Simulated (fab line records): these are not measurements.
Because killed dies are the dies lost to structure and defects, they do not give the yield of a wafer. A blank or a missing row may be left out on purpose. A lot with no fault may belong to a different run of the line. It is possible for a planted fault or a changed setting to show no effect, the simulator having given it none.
fab line records	flow nandHarc	part 1 of 2: steps 1 to 26 of 38
[record] lots = 5	wafers = 15	lastDay = 33
route steps=1302 shown P_GATE@215 P_CONTACT@217 P_M0@253
lots untouched by any fault: they come from a run of this same line in which no faults occurred
startH: hours from the record's opening day to when the first of the lot's shown wafers began	waitH: hours elapsed since this lot's preceding step	" the same as in the row above	L1.1+2: a row that stands for several wafers	- no value, or no start given	* or withheld: withheld	< > ~ a bound
route shown NAME@n: NAME is a module with steps in the file, n the number in the route of the first one	usual: the fault-free wafers' mean and standard deviation	same: alike in all rows	chamber/n: place in a boat	sites: readings site by site	_std_site: their standard deviation	_edge_site: the outer-site mean with the inner-site mean subtracted	radiusMm: how far each site lies from the wafer's centre	mask NAME#n: copy n	behind: the tool/chamber that last shaped the wafer	hold: the reason the lot was held/the length of the hold in hours/how it ended	device: whichever transistor did not switch (one of n, p or np)	end of line: the route-end tests of the same wafers	for a step that has no rows: nothing shown but its recipe	killed: at the first sort, the dies lost to defects and structure; wafer yield is something else	map: the dies of a wafer, with x for killed, . for not killed, _ for no die there
set.NAME: setting as actually run; set.NAME@STEP: the setting as run at that earlier step	model.NAME: the simulator's own value behind a step, which no gauge read
a table for each step, a row for each wafer; lots at some steps of the route
services: from which hour (startH, from the record's first day; less than 0 if before it) a tool's chamber was out of use, for how many hours, and why
[[steps]]
[step NHARC_P_GATE_RTA_82]
[recipe] tempC = 450	timeS = 30
[usual] lampPowerPct = 3.83/0.17	lamp_zone_2_pct = 3.83/0.17	lamp_zone_7_pct = 4.04/0.18	wafer_temp_C_max = 451.6/0.4
lot.wafer	tool	chamber	startH	waitH	lampPowerPct	lamp_zone_2_pct	lamp_zone_7_pct	wafer_temp_C_max
L074.2	rtpAnneal-02	0	113.82	-	4.03	4.03	4.25	452.2
L074.4	"	0	"	"	4.04	4.04	4.25	452.0
L074.6	"	0	"	"	4.04	4.05	4.25	451.9
L076.2	rtpAnneal-01	0	147.01	-	3.68	3.70	3.88	451.5
L076.3	"	0	"	"	3.69	3.69	3.88	452.5
L076.6	"	0	"	"	3.69	3.69	3.89	451.3
L082.4	rtpAnneal-02	0	199.91	-	4.03	4.04	4.25	451.7
L082.5	"	0	"	"	4.04	4.04	4.25	451.0
L082.6	"	0	"	"	4.04	4.04	4.26	451.2
L091.3	rtpAnneal-01	0	287.20	-	3.68	3.68	3.88	451.3
L091.5	"	0	"	"	3.69	3.69	3.88	451.6
L091.6	"	0	"	"	3.68	3.69	3.88	451.9
L096.3	rtpAnneal-01	0	334.03	-	3.68	3.69	3.88	451.8
L096.4	"	0	"	"	3.69	3.69	3.87	451.2
L096.6	"	0	"	"	3.69	3.68	3.88	451.7
[step NHARC_P_GATE_INSPECT_68]
[usual] rawDefectCount = 199/75
lot.wafer	tool	chamber	startH	waitH	rawDefectCount
L074.2	defectInspect-02	-	113.99	0.1	230
L074.4	"	-	"	"	247
L074.6	"	-	"	"	259
L076.2	defectInspect-01	-	147.18	0.1	215
L076.3	"	-	"	"	161
L076.6	"	-	"	"	319
L082.4	defectInspect-01	-	200.03	0.1	139
L082.5	"	-	"	"	140
L082.6	"	-	"	"	110
L091.3	defectInspect-02	-	287.35	0.1	140
L091.5	"	-	"	"	111
L091.6	"	-	"	"	200
L096.3	defectInspect-02	-	334.17	0.1	94
L096.4	"	-	"	"	193
L096.6	"	-	"	"	234
[step NHARC_P_CONTACT_DEP_30]
[recipe] targetThkA = 300	tempC = 400	targetThkNm = 30	flowSccm = 200	rfW = 450	material = SiNx
[usual] heaterPowerOuterW = 436/68	heaterPowerW = 725/100
lot.wafer	tool	chamber	startH	waitH	heaterPowerOuterW	heaterPowerW
L074.2	pecvd-04	1	114.14	0.2	518	907
L074.4	"	2	"	"	450	706
L074.6	"	0	"	"	495	757
L076.2	pecvd-04	2	147.24	0.1	423	657
L076.3	"	0	"	"	448	717
L076.6	"	0	"	"	452	738
L082.4	pecvd-02	1	200.21	0.2	363	625
L082.6	"	2	"	"	405	668
L082.5	"	0	"	"	467	828
L091.3	pecvd-02	0	287.45	0.1	439	751
L091.5	"	0	"	"	430	757
L091.6	"	1	"	"	379	656
L096.3	pecvd-02	0	334.28	0.1	374	672
L096.4	"	2	"	"	461	730
L096.6	"	1	"	"	317	582
[step NHARC_P_CONTACT_DEP_00]
[recipe] targetThkA = 5000	tempC = 400	pressureTorr = 6.5	rfW = 900	teosFlowSccm = 161.4	flowSccm = 2650	targetThkNm = 500	gas = O2	material = SiO2
[usual] heaterPowerOuterW = 325/69	heaterPowerW = 575/100	throttleValvePct = 16.1/0.42
lot.wafer	tool	chamber	startH	waitH	heaterPowerOuterW	heaterPowerW	throttleValvePct
L074.2	pecvd-04	1	-	-	408	772	16.4
L074.4	"	2	"	"	347	567	16.2
L074.6	"	0	"	"	401	639	15.9
L076.2	pecvd-04	2	-	-	281	473	16.2
L076.3	"	0	"	"	409	633	16.5
L076.6	"	0	"	"	420	661	16.3
L082.4	pecvd-02	1	-	-	290	544	15.9
L082.6	"	2	"	"	298	505	16.4
L082.5	"	0	"	"	379	676	16.3
L091.3	pecvd-02	0	-	-	358	622	16.6
L091.5	"	0	"	"	233	486	16.8
L091.6	"	1	"	"	277	533	15.5
L096.3	pecvd-02	0	-	-	333	641	16.9
L096.4	"	2	"	"	338	570	16.4
L096.6	"	1	"	"	264	508	15.5
[step NHARC_P_CONTACT_CMP_01]
[recipe] targetThkNm = 200	material = SiO2
[usual] motorCurrentA = 12.1/1.4
lot.wafer	tool	chamber	startH	waitH	motorCurrentA
L074.2	cmp-01	0	114.78	-	10.5
L074.4	"	1	"	"	12.4
L074.6	"	0	"	"	10.4
L076.3	cmp-01	0	147.96	-	9.8
L076.2	"	2	"	"	15.6
L076.6	"	1	"	"	11.7
L082.4	cmp-04	1	200.88	-	11.7
L082.5	"	2	"	"	11.9
L082.6	"	3	"	"	10.4
L091.3	cmp-04	1	288.13	-	12.5
L091.6	"	1	"	"	12.1
L091.5	"	2	"	"	12.2
L096.4	cmp-04	1	334.98	-	12.1
L096.3	"	3	"	"	10.0
L096.6	"	1	"	"	12.3
[step NHARC_P_CONTACT_SRD_03]
lot.wafer	tool	chamber	startH	waitH
L074.4+2+6	wetBench-07	7,3,4	115.08	0.0
L076.3+6+2	wetBench-07	2,4,5	148.26	0.0
L082.4+6+5	wetBench-01	6,1,2	201.11	0.0
L091.5+3+6	wetBench-06	6,1,3	288.42	0.0
L096.3+6+4	wetBench-01	4,5,6	335.24	0.0
[step NHARC_P_CONTACT_DEHYDRATE_04]
[recipe] tempC = 150	timeS = 120
lot.wafer	tool	chamber	startH	waitH
L074.2+4+6	lithoTrack-04	0	115.16	0.1
L076.2+3+6	lithoTrack-06	0	148.34	0.1
L082.4+5+6	lithoTrack-04	0	201.19	0.1
L091.3+5+6	lithoTrack-06	0	288.51	0.1
L096.3+4+6	lithoTrack-06	0	335.33	0.1
[step NHARC_P_CONTACT_HMDS_05]
[recipe] timeS = 30
lot.wafer	tool	chamber	startH	waitH
L074.2+4+6	lithoTrack-04	0	-	-
L076.2+3+6	lithoTrack-06	0	-	-
L082.4+5+6	lithoTrack-04	0	-	-
L091.3+5+6	lithoTrack-06	0	-	-
L096.3+4+6	lithoTrack-06	0	-	-
[step NHARC_P_CONTACT_COAT_33]
[recipe] tempC = 260	timeS = 75
lot.wafer	tool	chamber	startH	waitH
L074.2+4+6	lithoTrack-04	0	-	-
L076.2+3+6	lithoTrack-06	0	-	-
L082.4+5+6	lithoTrack-04	0	-	-
L091.3+5+6	lithoTrack-06	0	-	-
L096.3+4+6	lithoTrack-06	0	-	-
[step NHARC_P_CONTACT_COAT_34]
[recipe] tempC = 225	timeS = 65
lot.wafer	tool	chamber	startH	waitH
L074.2+4+6	lithoTrack-04	0	-	-
L076.2+3+6	lithoTrack-06	0	-	-
L082.4+5+6	lithoTrack-04	0	-	-
L091.3+5+6	lithoTrack-06	0	-	-
L096.3+4+6	lithoTrack-06	0	-	-
[step NHARC_P_CONTACT_COAT_06]
[recipe] spinRpm = 1500	resistThkNm = 90
lot.wafer	tool	chamber	startH	waitH
L074.2+4+6	lithoTrack-04	0	-	-
L076.2+3+6	lithoTrack-06	0	-	-
L082.4+5+6	lithoTrack-04	0	-	-
L091.3+5+6	lithoTrack-06	0	-	-
L096.3+4+6	lithoTrack-06	0	-	-
[step NHARC_P_CONTACT_SOFTBAKE_07]
[recipe] tempC = 105	timeS = 55
lot.wafer	tool	chamber	startH	waitH
L074.2+4+6	lithoTrack-04	0	-	-
L076.2+3+6	lithoTrack-06	0	-	-
L082.4+5+6	lithoTrack-04	0	-	-
L091.3+5+6	lithoTrack-06	0	-	-
L096.3+4+6	lithoTrack-06	0	-	-
[step NHARC_P_CONTACT_EBR_08]
lot.wafer	tool	chamber	startH	waitH
L074.2+4+6	lithoTrack-04	0	-	-
L076.2+3+6	lithoTrack-06	0	-	-
L082.4+5+6	lithoTrack-04	0	-	-
L091.3+5+6	lithoTrack-06	0	-	-
L096.3+4+6	lithoTrack-06	0	-	-
[step NHARC_P_CONTACT_EXPOSE_09]
[recipe] na = 1.35	targetCdNm = 90	doseMj = 81.26	maskId = P_CA
lot.wafer	tool	chamber	startH	waitH	mask
L074.2+4+6	arfiScanner-02	0	115.35	-	P_CA#0
L076.2+3+6	arfiScanner-01	0	148.65	-	P_CA#0
L082.4+5+6	arfiScanner-02	0	201.51	-	P_CA#0
L091.3+5+6	arfiScanner-01	0	288.83	-	P_CA#0
L096.3+4+6	arfiScanner-02	0	335.65	-	P_CA#0
[step NHARC_P_CONTACT_PEB_10]
[recipe] pebTempC = 100	pebTimeS = 65
lot.wafer	tool	chamber	startH	waitH
L074.2+4+6	lithoTrack-06	0	115.41	0.1
L076.2+3+6	lithoTrack-04	0	148.71	0.1
L082.4+5+6	lithoTrack-06	0	201.56	0.0
L091.3+5+6	lithoTrack-04	0	288.88	0.0
L096.3+4+6	lithoTrack-04	0	335.71	0.1
[step NHARC_P_CONTACT_DEVELOP_11]
[recipe] developTimeS = 35	devTempC = 23
lot.wafer	tool	chamber	startH	waitH
L074.2+4+6	lithoTrack-06	0	-	-
L076.2+3+6	lithoTrack-04	0	-	-
L082.4+5+6	lithoTrack-06	0	-	-
L091.3+5+6	lithoTrack-04	0	-	-
L096.3+4+6	lithoTrack-04	0	-	-
[step NHARC_P_CONTACT_CD_MEAS_12]
[recipe] targetCdNm = 90	landingEnergyEv = 500
[usual] cdNm = 89.8/0.55
lot.wafer	tool	chamber	startH	waitH	cdNm
L074.2	cdSem-02	0	115.49	-	90.0
L074.4	"	0	"	"	89.7
L074.6	"	0	"	"	90.1
L076.2	cdSem-02	0	148.79	-	89.0
L076.3	"	0	"	"	89.4
L076.6	"	0	"	"	89.1
L082.4	cdSem-02	0	201.65	-	90.2
L082.5	"	0	"	"	89.4
L082.6	"	0	"	"	89.5
L091.3	cdSem-03	0	288.97	-	89.7
L091.5	"	0	"	"	89.7
L091.6	"	0	"	"	90.5
L096.3	cdSem-01	0	335.79	-	90.5
L096.4	"	0	"	"	90.9
L096.6	"	0	"	"	89.9
[step NHARC_P_CONTACT_OVL_MEAS_13]
[usual] overlayXNm = 0.1/0.69	overlayYNm = 0.1/0.7
lot.wafer	tool	chamber	startH	waitH	overlayXNm	overlayYNm
L074.2	overlay-02	-	115.58	-	0.4	0.0
L074.4	"	-	"	"	0.6	-0.2
L074.6	"	-	"	"	0.6	0.2
L076.2	overlay-02	-	148.88	-	-0.8	-0.3
L076.3	"	-	"	"	-1.2	-0.7
L076.6	"	-	"	"	-0.4	-0.4
L082.4	overlay-02	-	201.73	-	0.4	0.0
L082.5	"	-	"	"	0.5	0.0
L082.6	"	-	"	"	0.7	0.4
L091.3	overlay-02	-	289.06	-	0.4	0.6
L091.5	"	-	"	"	-0.5	0.6
L091.6	"	-	"	"	0.0	0.6
L096.3	overlay-01	-	335.88	-	-0.5	-0.3
L096.4	"	-	"	"	-0.7	0.5
L096.6	"	-	"	"	-0.7	-0.1
[step NHARC_P_CONTACT_INSPECT_14]
[usual] rawDefectCount = 4.4/2.5
lot.wafer	tool	chamber	startH	waitH	rawDefectCount
L074.2	defectInspect-02	-	115.61	0.0	3
L074.4	"	-	"	"	9
L074.6	"	-	"	"	2
L076.2	defectInspect-01	-	148.91	0.0	9
L076.3	"	-	"	"	13
L076.6	"	-	"	"	4
L082.4	defectInspect-02	-	201.77	0.0	7
L082.5	"	-	"	"	4
L082.6	"	-	"	"	5
L091.3	defectInspect-02	-	289.09	0.0	3
L091.5	"	-	"	"	1
L091.6	"	-	"	"	3
L096.3	defectInspect-02	-	335.91	0.0	2
L096.4	"	-	"	"	6
L096.6	"	-	"	"	6
[step NHARC_P_CONTACT_DESCUM_17]
[recipe] timeS = 3	o2FlowSccm = 200	arFlowSccm = 0	biasPowerW = 0	chemistry = O2
[usual] drypumpMotorCurrentA = 5.6/0.47	oesProductAu = 1.000/0.008	rfVppV = 57.9/0.98	showerheadPlenumPTorr = 1.92/0.08	throttleValvePct = 11.311/0.01
lot.wafer	tool	chamber	startH	waitH	drypumpMotorCurrentA	oesProductAu	rfHoursCounterH	rfVppV	showerheadPlenumPTorr	throttleValvePct
L074.4	rieDiel-01	3	115.68	0.1	6.5	0.984	3.3	58.1	1.89	11.294
L074.2	"	1	"	"	5.7	1.003	5.3	59.0	1.98	11.323
L074.6	"	3	"	"	6.5	0.996	-	56.5	1.89	11.317
L076.2	rieDiel-02	1	148.99	0.1	5.1	0.998	3.3	58.6	2.04	11.302
L076.3	"	3	"	"	5.8	1.004	3.3	57.7	1.88	11.317
L076.6	"	3	"	"	5.8	0.997	-	56.3	1.88	11.321
L082.4	rieDiel-02	2	201.83	0.1	5.3	0.981	4.0	57.5	1.89	11.306
L082.5	"	1	"	"	5.2	0.981	-	58.5	2.04	11.303
L082.6	"	2	"	"	5.3	0.990	-	59.3	1.89	11.305
L091.3	rieDiel-02	0	289.16	0.1	6.3	1.006	1.6	57.0	1.86	11.311
L091.6	"	3	"	"	5.8	1.000	-	59.0	1.88	11.313
L091.5	"	0	"	"	6.3	0.999	-	58.4	1.86	11.327
L096.3	rieDiel-02	2	335.98	0.1	5.2	0.995	2.7	57.6	1.89	11.289
L096.4	"	0	"	"	6.3	1.002	3.2	56.7	1.86	11.322
L096.6	"	1	"	"	5.1	0.996	-	59.5	2.04	11.313
[step NHARC_P_CONTACT_ETCH_35]
[recipe] targetDepthA = 390	overEtchFrac = 0.3	timeS = 65	ionEnergyEv = 80	cf4FlowSccm = 150	arFlowSccm = 0	rfW = 300	biasW = 100	chemistry = CF4
[usual] drypumpMotorCurrentA = 5.6/0.44	oesProductAu = 1.000/0.0071	rfVppV = 151.4/1.1	showerheadPlenumPTorr = 1.77/0.066	throttleValvePct = 13.283/0.0088
lot.wafer	tool	chamber	startH	waitH	drypumpMotorCurrentA	oesProductAu	rfHoursCounterH	rfVppV	showerheadPlenumPTorr	throttleValvePct
L074.4	rieDiel-01	3	115.76	0.1	6.5	0.994	3.3	152.4	1.75	13.276
L074.2	"	2	"	"	5.2	1.000	5.2	151.3	1.70	13.279
L074.6	"	0	"	"	5.4	1.002	-	151.6	1.71	13.290
L076.2	rieDiel-02	0	149.08	0.1	6.3	0.996	3.4	151.9	1.73	13.301
L076.3	"	1	"	"	5.1	0.992	3.3	152.9	1.88	13.298
L076.6	"	3	"	"	5.8	0.997	-	151.3	1.74	13.294
L082.4	rieDiel-02	3	201.91	0.1	5.8	0.992	5.0	152.6	1.74	13.280
L082.6	"	3	"	"	5.8	1.002	-	153.3	1.74	13.284
L082.5	"	0	"	"	6.3	1.003	-	150.6	1.73	13.281
L091.3	rieDiel-02	0	289.24	0.1	6.4	0.996	1.6	150.7	1.73	13.281
L091.5	"	0	"	"	6.4	1.005	-	149.7	1.73	13.280
L091.6	"	1	"	"	5.2	1.011	-	152.9	1.88	13.282
L096.4	rieDiel-02	2	336.06	0.1	5.3	0.993	2.7	151.4	1.75	13.278
L096.3	"	1	"	"	5.2	0.990	3.4	151.2	1.88	13.297
L096.6	"	2	"	"	5.2	0.994	-	151.4	1.75	13.265
[step NHARC_P_CONTACT_ETCH_36]
[recipe] targetDepthA = 2600	overEtchFrac = 0.25	timeS = 406.25	ionEnergyEv = 200	n2FlowSccm = 150	h2FlowSccm = 150	arFlowSccm = 0	rfW = 400	biasW = 150	chemistry = N2/H2
[usual] drypumpMotorCurrentA = 5.6/0.47	oesProductAu = 1.000/0.0077	rfVppV = 430.6/2.5	showerheadPlenumPTorr = 2.05/0.087	throttleValvePct = 14.170/0.0099
lot.wafer	tool	chamber	startH	waitH	drypumpMotorCurrentA	oesProductAu	rfHoursCounterH	rfVppV	showerheadPlenumPTorr	throttleValvePct
L074.2	rieDiel-01	0	-	-	5.5	0.992	5.4	429.1	1.96	14.168
L074.4	"	1	"	"	5.8	1.008	5.3	432.8	2.11	14.179
L074.6	"	2	"	"	5.2	1.003	-	427.7	1.95	14.154
L076.2	rieDiel-02	0	-	-	6.3	0.994	3.4	428.4	1.99	14.169
L076.3	"	3	"	"	5.9	0.995	3.4	429.3	2.01	14.161
L076.6	"	0	"	"	6.3	0.995	-	428.9	1.99	14.180
L082.4	rieDiel-02	2	-	-	5.2	0.997	4.1	428.9	2.02	14.158
L082.6	"	0	"	"	6.3	0.989	-	429.2	1.99	14.172
L082.5	"	1	"	"	5.1	0.988	-	434.3	2.18	14.154
L091.3	rieDiel-02	2	-	-	5.3	1.001	1.7	429.3	2.02	14.183
L091.6	"	1	"	"	5.1	1.009	-	435.5	2.18	14.178
L091.5	"	2	"	"	5.3	0.997	-	430.2	2.02	14.146
L096.4	rieDiel-02	1	-	-	5.1	1.007	3.4	435.3	2.18	14.189
L096.3	"	2	"	"	5.2	1.005	2.8	431.5	2.01	14.158
L096.6	"	1	"	"	5.1	1.002	-	433.8	2.18	14.190
[step NHARC_P_CONTACT_ETCH_18]
[recipe] targetDepthA = 4810	timeS = 240.5	c4f8FlowSccm = 20	o2FlowSccm = 10	arFlowSccm = withheld	rfW = 600	biasW = 1500	chemistry = C4F8/O2/Ar
[usual] oesProductAu = 0.956/0.021	rfVppV = 978/5.3
lot.wafer	tool	chamber	startH	waitH	oesProductAu	rfHoursCounterH	rfVppV
L074.4	rieDiel-01	2	-	-	0.953	5.5	975
L074.2	"	3	"	"	0.942	3.6	978
L074.6	"	1	"	"	0.966	-	982
L076.2	rieDiel-02	3	-	-	0.939	3.6	977
L076.3	"	0	"	"	0.939	3.7	975
L076.6	"	0	"	"	0.935	-	975
L082.4	rieDiel-02	1	-	-	0.953	5.3	988
L082.5	"	1	"	"	0.961	-	986
L082.6	"	2	"	"	0.955	-	978
L091.3	rieDiel-02	1	-	-	0.984	1.9	986
L091.6	"	0	"	"	0.968	-	974
L091.5	"	1	"	"	0.991	-	987
L096.4	rieDiel-02	1	-	-	0.962	3.6	986
L096.3	"	2	"	"	0.929	3.0	977
L096.6	"	1	"	"	0.952	-	988
[step NHARC_P_CONTACT_STRIP_37]
[recipe] c4f8FlowSccm = withheld	o2FlowSccm = 8	arFlowSccm = withheld	biasW = 0	chemistry = C4F8/O2/Ar
lot.wafer	tool	chamber	startH	waitH
L074.2+4+6	rieDiel-01	1,3,0	-	-
L076.2+3+6	rieDiel-02	0,1,0	-	-
L082.4+6+5	rieDiel-02	0,1,2	-	-
L091.3+6+5	rieDiel-02	0,1,2	-	-
L096.3+4+6	rieDiel-02	1,0,2	-	-
[step NHARC_P_CONTACT_ETCH_31]
[recipe] targetDepthA = 300	timeS = 85.7	ionEnergyEv = 120	overEtchFrac = 1	ch3fFlowSccm = 50	o2FlowSccm = 30	arFlowSccm = 200	rfW = 500	biasW = 100	chemistry = CH3F/O2
[usual] drypumpMotorCurrentA = 5.6/0.45	oesProductAu = 0.975/0.014	rfVppV = 244.4/1.6	showerheadPlenumPTorr = 2.46/0.097	throttleValvePct = 20.662/0.0091
lot.wafer	tool	chamber	startH	waitH	drypumpMotorCurrentA	oesProductAu	rfHoursCounterH	rfVppV	showerheadPlenumPTorr	throttleValvePct
L074.4	rieDiel-01	3	-	-	6.5	0.965	3.7	243.7	2.44	20.675
L074.2	"	0	"	"	5.5	0.977	5.6	243.7	2.37	20.657
L074.6	"	3	"	"	6.5	0.955	-	243.8	2.44	20.669
L076.2	rieDiel-02	3	-	-	5.8	0.979	3.8	244.2	2.42	20.652
L076.3	"	0	"	"	6.4	0.992	3.8	243.6	2.40	20.664
L076.6	"	1	"	"	5.1	0.982	-	246.3	2.62	20.660
L082.4	rieDiel-02	0	-	-	6.4	0.969	5.1	241.5	2.40	20.670
L082.5	"	3	"	"	5.8	0.979	-	244.6	2.42	20.661
L082.6	"	0	"	"	6.4	0.977	-	244.1	2.40	20.660
L091.3	rieDiel-02	3	-	-	5.8	0.962	1.8	244.2	2.42	20.674
L091.5	"	0	"	"	6.4	0.979	-	243.8	2.40	20.656
L091.6	"	1	"	"	5.2	0.986	-	247.1	2.62	20.671
L096.3	rieDiel-02	3	-	-	5.8	0.992	3.4	244.1	2.42	20.653
L096.4	"	1	"	"	5.2	0.986	3.7	247.1	2.62	20.665
L096.6	"	2	"	"	5.2	0.963	-	245.8	2.43	20.661
[step NHARC_P_CONTACT_CD_MEAS_19]
[usual] cdNm = 89.7/1.2
lot.wafer	tool	chamber	startH	waitH	cdNm
L074.2	cdSem-02	-	116.56	-	91.8
L074.4	"	-	"	"	89.8
L074.6	"	-	"	"	91.4
L076.2	cdSem-02	-	150.10	-	88.8
L076.3	"	-	"	"	91.2
L076.6	"	-	"	"	90.4
L082.4	cdSem-02	-	202.71	-	89.5
L082.5	"	-	"	"	88.8
L082.6	"	-	"	"	87.9
L091.3	cdSem-03	-	290.03	-	90.3
L091.5	"	-	"	"	90.8
L091.6	"	-	"	"	92.6
L096.3	cdSem-03	-	336.85	-	90.2
L096.4	"	-	"	"	90.5
L096.6	"	-	"	"	91.8
